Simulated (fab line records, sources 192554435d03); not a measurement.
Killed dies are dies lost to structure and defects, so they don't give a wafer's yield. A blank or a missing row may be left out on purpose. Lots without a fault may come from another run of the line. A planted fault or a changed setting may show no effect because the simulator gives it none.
Chamber matching | flow n5_finfet | N5_BEOL_M9_ILD_DEP_00 on pecvd-03: 3 sister chambers
The step deposits SiCOH lowk from DEMS/porogen, target thk 308.51 nm, time 58 s. 36 wafers are shown with their chamber, then 12 later ones without.

WAFERS WITH THEIR CHAMBER
wafer  | chamber | heater_power_w (W) | throttle_valve_pct (%) | showerhead_plenum_p_Torr (Torr)
L074.4 | 0       | 229                | 12.8                   | 5.754
L074.5 | 1       | 231                | 14.2                   | 5.750
L074.6 | 2       | 422                | 13.1                   | 5.762
L075.2 | 0       | 253                | 12.9                   | 5.750
L075.4 | 0       | 251                | 13.1                   | 5.745
L075.6 | 1       | 291                | 14.4                   | 5.735
L077.1 | 2       | 414                | 12.8                   | 5.758
L077.2 | 0       | 247                | 13.0                   | 5.763
L077.5 | 0       | 248                | 12.8                   | 5.756
L078.2 | 1       | 285                | 14.4                   | 5.738
L078.5 | 0       | 237                | 12.9                   | 5.752
L078.6 | 2       | 443                | 13.3                   | 5.757
L080.2 | 2       | 381                | 12.9                   | 5.761
L080.5 | 2       | 401                | 13.3                   | 5.763
L080.6 | 0       | 234                | 12.7                   | 5.754
L081.2 | 1       | 268                | 14.2                   | 5.734
L081.4 | 0       | 224                | 13.1                   | 5.759
L081.5 | 1       | 275                | 14.3                   | 5.750
L083.1 | 0       | 265                | 12.8                   | 5.747
L083.3 | 1       | 234                | 14.4                   | 5.736
L083.4 | 1       | 254                | 13.9                   | 5.743
L086.3 | 2       | 442                | 13.0                   | 5.752
L086.4 | 2       | 449                | 13.1                   | 5.759
L086.5 | 0       | 258                | 12.9                   | 5.758
L089.2 | 1       | 290                | 14.4                   | 5.737
L089.3 | 0       | 228                | 12.8                   | 5.747
L089.5 | 2       | 454                | 13.2                   | 5.768
L090.3 | 1       | 294                | 14.2                   | 5.746
L090.4 | 2       | 454                | 13.4                   | 5.769
L090.5 | 1       | 293                | 14.4                   | 5.740
L092.1 | 0       | 228                | 12.8                   | 5.757
L092.2 | 2       | 435                | 13.4                   | 5.752
L092.3 | 0       | 249                | 12.8                   | 5.740
L091.1 | 2       | 441                | 13.2                   | 5.771
L091.2 | 0       | 255                | 12.8                   | 5.744
L091.3 | 0       | 258                | 12.6                   | 5.763

SIGNATURES (means of the wafers above)
reading                  | chamber 0 | chamber 1 | chamber 2 | scatter within a chamber
heater_power_w           | 244.27    | 271.50    | 430.55    | 20
throttle_valve_pct       | 12.853    | 14.280    | 13.155    | 0.163
showerhead_plenum_p_Torr | 5.75260   | 5.74090   | 5.76109   | 0.00655
Rule: a wafer's distance from a chamber is the root of the sum, over the readings, of the square of ((its reading less the chamber's mean) divided by the reading's scatter). The wafer belongs to the nearest chamber; if the next one is less than 2 further off, it can't be placed. The scatter: the root of (the sum of the squares of (reading less its chamber's mean) over the shown wafers, divided by (wafers less chambers)).

WAFERS WITHOUT THEIR CHAMBER
wafer  | heater_power_w (W) | throttle_valve_pct (%) | showerhead_plenum_p_Torr (Torr)
L093.2 | 452                | 13.1                   | 5.759
L093.3 | 226                | 12.6                   | 5.760
L093.4 | 371                | 13.1                   | 5.753
L094.1 | 444                | 13.1                   | 5.774
L094.5 | 369                | 13.1                   | 5.745
L094.6 | 397                | 13.4                   | 5.768
L096.1 | 238                | 14.0                   | 5.750
L096.2 | 407                | 13.1                   | 5.768
L096.4 | 251                | 14.1                   | 5.750
L095.2 | 425                | 13.2                   | 5.764
L095.3 | 427                | 13.2                   | 5.769
L095.4 | 303                | 14.1                   | 5.747

WHICH CHAMBER EACH WENT THROUGH
wafer  | from the rows above | in truth
L093.2 | 2                   | 2
L093.3 | 0                   | 0
L093.4 | 2                   | 2
L094.1 | 2                   | 2
L094.5 | 2                   | 2
L094.6 | 2                   | 2
L096.1 | 1                   | 1
L096.2 | 2                   | 2
L096.4 | 1                   | 1
L095.2 | 2                   | 2
L095.3 | 2                   | 2
L095.4 | 1                   | 1
Placed correctly: 12 of 12. Can't be placed from these rows: 0. Placed wrongly: 0.
